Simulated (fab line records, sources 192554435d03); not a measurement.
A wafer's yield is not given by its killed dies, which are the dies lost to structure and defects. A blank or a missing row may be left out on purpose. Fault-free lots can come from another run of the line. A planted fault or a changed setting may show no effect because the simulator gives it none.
Matching of chambers / flow n5_finfet / N5_ILD0_CMP_07 on cmp-03 has 4 sister chambers
The step polishes SiO2 flowable, stops on poly-Si, t overpolish 1.18 s, target thk 138.88 nm. 18 wafers are shown with their chamber, then 9 later ones without.

EACH WAFER AND ITS CHAMBER
wafer=L075.3; chamber=0; motor_current_A (A)=11.8
wafer=L075.5; chamber=1; motor_current_A (A)=13.8
wafer=L075.6; chamber=0; motor_current_A (A)=12.4
wafer=L076.2; chamber=3; motor_current_A (A)=13.1
wafer=L076.4; chamber=0; motor_current_A (A)=11.5
wafer=L076.5; chamber=1; motor_current_A (A)=14.6
wafer=L077.2; chamber=1; motor_current_A (A)=13.5
wafer=L077.4; chamber=0; motor_current_A (A)=11.7
wafer=L077.5; chamber=2; motor_current_A (A)=12.1
wafer=L087.3; chamber=0; motor_current_A (A)=12.2
wafer=L087.5; chamber=2; motor_current_A (A)=11.7
wafer=L087.6; chamber=3; motor_current_A (A)=13.5
wafer=L088.1; chamber=1; motor_current_A (A)=13.5
wafer=L088.3; chamber=2; motor_current_A (A)=12.1
wafer=L088.5; chamber=2; motor_current_A (A)=11.5
wafer=L092.1; chamber=1; motor_current_A (A)=13.8
wafer=L092.2; chamber=0; motor_current_A (A)=11.6
wafer=L092.6; chamber=3; motor_current_A (A)=14.3

SIGNATURES (means of the wafers above)
reading=motor_current_A; chamber 0=11.867; chamber 1=13.840; chamber 2=11.850; chamber 3=13.633; scatter within a chamber=0.419
Rule: distance of a wafer from a chamber = root of the sum over the readings of ((wafer's reading minus chamber's mean) / reading's scatter) squared. The wafer belongs to the nearest chamber; if the next one is less than 2 further off, it can't be placed. The scatter: the root of (the sum of the squares of (reading less its chamber's mean) over the shown wafers, divided by (wafers less chambers)).

WAFERS WHOSE CHAMBER IS MISSING
wafer=L094.1; motor_current_A (A)=13.9
wafer=L094.3; motor_current_A (A)=11.8
wafer=L094.4; motor_current_A (A)=13.1
wafer=L095.1; motor_current_A (A)=14.0
wafer=L095.2; motor_current_A (A)=12.4
wafer=L095.5; motor_current_A (A)=12.5
wafer=L097.2; motor_current_A (A)=13.6
wafer=L097.5; motor_current_A (A)=11.6
wafer=L097.6; motor_current_A (A)=13.6

EACH ONE'S CHAMBER
wafer=L094.1; from the rows above=can't be placed: 1 or 3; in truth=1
wafer=L094.3; from the rows above=can't be placed: 2 or 0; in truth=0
wafer=L094.4; from the rows above=can't be placed: 3 or 1 or 0 or 2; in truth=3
wafer=L095.1; from the rows above=can't be placed: 1 or 3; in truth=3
wafer=L095.2; from the rows above=can't be placed: 0 or 2 or 3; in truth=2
wafer=L095.5; from the rows above=can't be placed: 0 or 2 or 3 or 1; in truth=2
wafer=L097.2; from the rows above=can't be placed: 3 or 1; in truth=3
wafer=L097.5; from the rows above=can't be placed: 2 or 0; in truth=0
wafer=L097.6; from the rows above=can't be placed: 3 or 1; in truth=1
Correctly placed: 0 of 9. From these rows, 9 cannot be placed; in 9 the true chamber is one of the candidates. Number placed wrongly: 0.
